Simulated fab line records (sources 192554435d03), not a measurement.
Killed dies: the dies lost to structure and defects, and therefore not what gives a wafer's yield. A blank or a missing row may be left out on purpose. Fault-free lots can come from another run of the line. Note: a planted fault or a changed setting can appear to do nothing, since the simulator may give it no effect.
Which tool did it? ; flow n5 finfet ; 10 lots, 28 wafers sampled, at 6 steps of a route of 1938

## WHAT THE GAUGES SHOWED, per wafer
N5_FIN_CUT_INSPECT_17: inspects for defects (brightfield).
lot;measured;on;raw defect count
L933;day 2 10:41;defect inspect-02;243 247 226
L934;day 2 18:07;defect inspect-01;135 172 197
L938;day 3 16:10;defect inspect-02;194 140
L941;day 4 10:48;defect inspect-01;205 167
L947;day 5 22:32;defect inspect-02;301 266 288
L949;day 6 10:19;defect inspect-01;268 248 230
L951;day 6 22:29;defect inspect-02;126 237 163
L952;day 7 04:52;defect inspect-01;167 107 156
L953;day 7 11:15;defect inspect-02;283 243 307
L955;day 8 01:02;defect inspect-02;267 284 173

N5_STI_FIN_REVEAL_FIN_H_MEAS_10.
lot;measured;on;trench depth nm (nm)
L933;day 2 20:52;ocd-02;52.7 52.6 52.5
L934;day 3 03:55;ocd-02;50.9 51.4 51.0
L938;day 4 01:00;ocd-02;52.0 47.6
L941;day 4 20:01;ocd-01;51.0 46.4
L947;day 6 07:08;ocd-02;50.4 49.9 50.6
L949;day 6 19:07;ocd-02;52.3 52.0 52.4
L951;day 7 07:14;ocd-01;51.4 51.1 51.5
L952;day 7 13:31;ocd-01;52.2 51.5 52.3
L953;day 7 19:55;ocd-02;51.5 52.5 52.6
L955;day 8 09:40;ocd-01;52.7 52.1 52.5

N5_STI_FIN_REVEAL_INSPECT_13: inspects for defects (darkfield).
lot;measured;on;raw defect count
L933;day 2 20:58;defect inspect-01;10 9 8
L934;day 3 04:01;defect inspect-01;12 18 11
L938;day 4 01:05;defect inspect-01;10 35
L941;day 4 20:06;defect inspect-02;19 7
L947;day 6 07:13;defect inspect-01;10 1 12
L949;day 6 19:12;defect inspect-01;19 18 15
L951;day 7 07:20;defect inspect-02;18 16 11
L952;day 7 13:36;defect inspect-01;21 10 15
L953;day 7 20:01;defect inspect-02;5 12 9
L955;day 8 09:47;defect inspect-02;15 19 21

N5_BEOL_M4_RC_MEAS_101.
lot;measured;on;DIBL_N (mV/V);DIBL_P (mV/V);IOFF_N (nA/um);IOFF_N_85C (nA/um);IOFF_P (nA/um);IOFF_P_85C (nA/um);ION_N (uA/um);ION_P (uA/um);SS_N (mV/dec);SS_P (mV/dec);VT_N (mV);VT_P (mV)
L933;day 9 01:53;prober-02;35.0 35.1 36.2;34.2 34.4 36.1;0.11 0.12 0.13;2.3 2.4 2.7;0.14 0.14 0.16;2.6 2.7 3.0;661 658 669;445 444 453;72.1 71.0 71.8;72.7 72.9 73.5;258 254 252;-259 -256 -258
L934;day 9 06:52;prober-01;34.8 36.2 36.5;34.5 35.2 35.6;0.13 0.15 0.15;2.6 2.9 3.0;0.17 0.17 0.17;2.9 3.1 3.0;647 663 655;445 453 441;71.1 70.9 71.8;72.7 72.5 73.5;252 254 251;-253 -253 -254
L938;day 11 01:22;prober-01;38.2 41.3;39.4 43.4;0.19 0.32;3.6 5.6;0.23 0.47;4.0 7.4;678 628;459 434;72.5 76.1;73.5 77.9;249 252;-253 -250
L941;day 12 13:32;prober-02;35.4 40.3;35.8 41.2;0.15 0.41;3.0 6.8;0.20 0.69;3.6 10.1;668 611;461 424;71.9 81.3;73.1 83.4;248 256;-252 -251
L947;day 13 17:46;prober-01;36.3 35.7 36.9;38.5 36.3 38.1;0.16 0.16 0.18;3.2 3.1 3.4;0.21 0.17 0.20;3.6 3.1 3.5;666 666 668;458 445 458;71.4 72.0 72.0;73.7 73.4 73.8;248 249 251;-253 -258 -256
L949;day 14 10:49;prober-01;38.0 36.8 38.8;36.6 34.7 37.1;0.17 0.14 0.18;3.3 2.8 3.4;0.21 0.18 0.21;3.6 3.2 3.7;677 666 683;463 459 461;70.9 71.3 72.0;74.0 73.7 73.4;249 248 248;-251 -253 -250
L951;day 14 19:54;prober-01;37.3 36.7 38.7;36.5 35.3 39.4;0.17 0.15 0.21;3.2 2.9 3.9;0.20 0.18 0.25;3.5 3.3 4.2;679 665 686;457 451 462;71.4 72.2 72.4;73.6 72.7 73.9;247 250 243;-251 -253 -251
L952;day 14 10:26;prober-02;35.0 35.7 36.2;34.7 34.8 35.4;0.14 0.15 0.14;2.8 3.0 2.8;0.19 0.18 0.19;3.3 3.2 3.3;672 666 658;460 452 449;71.3 72.6 71.9;73.9 74.2 73.3;254 251 256;-254 -253 -252
L953;day 14 13:58;prober-02;38.4 35.8 36.5;38.5 34.8 36.0;0.20 0.15 0.17;3.8 3.0 3.3;0.25 0.20 0.22;4.3 3.5 3.8;679 679 675;460 463 465;72.8 71.7 72.1;73.9 73.3 74.1;247 251 250;-249 -251 -252
L955;day 16 01:31;prober-01;34.9 34.3 37.0;33.6 33.6 36.7;0.13 0.12 0.16;2.6 2.4 3.2;0.17 0.18 0.24;3.1 3.2 4.0;671 653 684;460 451 469;71.2 70.9 71.4;73.1 73.2 74.6;250 254 248;-252 -253 -246

## TOOL THAT RAN EACH LOT (tool first, then ch and the chambers of the sampled wafers, then the start)
lot;N5_STI_FIN_REVEAL_ALD_00;N5_STI_FIN_REVEAL_RECESS_09
L933;ald sin-02 ch 0,1,3, day 2 12:17;vapor etch-01 ch 0,1, day 2 18:10
L934;ald sin-03 ch 0,1,3, day 2 18:09;vapor etch-02 ch 0,1, day 3 01:14
L938;ald sin-02 ch 2,3, day 3 16:12;vapor etch-01 ch 1, day 3 22:17
L941;ald sin-03 ch 0,2, day 4 10:50;vapor etch-01 ch 0,1, day 4 17:43
L947;ald sin-03 ch 1,3, day 5 22:34;vapor etch-02 ch 0,1, day 6 04:26
L949;ald sin-02 ch 0,2, day 6 10:25;vapor etch-02 ch 0,1, day 6 16:23
L951;ald sin-01 ch 0,2,3, day 6 22:36;vapor etch-02 ch 0,1, day 7 04:32
L952;ald sin-01 ch 0,1,3, day 7 04:54;vapor etch-01 ch 0,1, day 7 10:47
L953;ald sin-02 ch 0,2,3, day 7 11:17;vapor etch-01 ch 0,1, day 7 17:12
L955;ald sin-03 ch 0,2,3, day 8 01:05;vapor etch-01 ch 0,1, day 8 06:57
- N5_STI_FIN_REVEAL_ALD_00: deposits SiO2, target thk 1 nm, pulse time 1 s.
- N5_STI_FIN_REVEAL_RECESS_09: chemistry HF/NH3, target SiO2, afs cycles 11, target depth 42.5 nm, sublimation time 60 s.

## WHAT THE TOOLS THEMSELVES READ (means of the sampled wafers that have a number; where no wafer has one, the mark that the record gives instead)
N5_STI_FIN_REVEAL_ALD_00.
lot;tool;heater power w (W);precursor pulse height rel
L933;ald sin-02;443;0.994
L934;ald sin-03;487;1.001
L938;ald sin-02;456;1.000
L941;ald sin-03;486;0.988
L947;ald sin-03;462;0.986
L949;ald sin-02;450;0.989
L951;ald sin-01;457;0.996
L952;ald sin-01;466;0.985
L953;ald sin-02;447;1.009
L955;ald sin-03;473;1.004

N5_STI_FIN_REVEAL_RECESS_09.
lot;tool;drypump motor current A (A)
L933;vapor etch-01;5.2
L934;vapor etch-02;5.6
L938;vapor etch-01;5.4
L941;vapor etch-01;5.1
L947;vapor etch-02;5.7
L949;vapor etch-02;5.5
L951;vapor etch-02;5.7
L952;vapor etch-01;5.2
L953;vapor etch-01;5.0
L955;vapor etch-01;5.2

## THE ANSWER, worked out from the rows above alone
Rule: usual is defined by the lots themselves. The widest of any qualifying gaps counts: lots, ordered by their means at a reading, are off when they make up no more than a third of the lots, leave a main group of 4 or more, and stand apart from it by 3 or more times the standard deviation of that group's means. The tables above print the reading to a certain number of digits; a main group whose means all agree to those digits is not used. A lot without any number at a reading at which 4 lots or more have one is off too. Any other lot the step has rows for is counted as sound. The gauges are gone through in route order, then the tools' own readings, and for those a lot's mean is taken as printed above. The first step at which some lot is off is used, and at that step the reading that is off furthest; a lot without a number counts as furthest.
Off: at N5_BEOL_M4_RC_MEAS_101 (SS_N), L938, L941. The main group: mean 71.7 mV/dec, standard deviation 0.35.
If a tool, at a process step before that reading, ran all the lots that are off and no sound lot after the first of them, it fits. The gauges at N5_BEOL_M4_RC_MEAS_101 are tried like those tools. No candidate that was tried fits.

## WHAT HAD BEEN PUT IN BY THE SIMULATOR
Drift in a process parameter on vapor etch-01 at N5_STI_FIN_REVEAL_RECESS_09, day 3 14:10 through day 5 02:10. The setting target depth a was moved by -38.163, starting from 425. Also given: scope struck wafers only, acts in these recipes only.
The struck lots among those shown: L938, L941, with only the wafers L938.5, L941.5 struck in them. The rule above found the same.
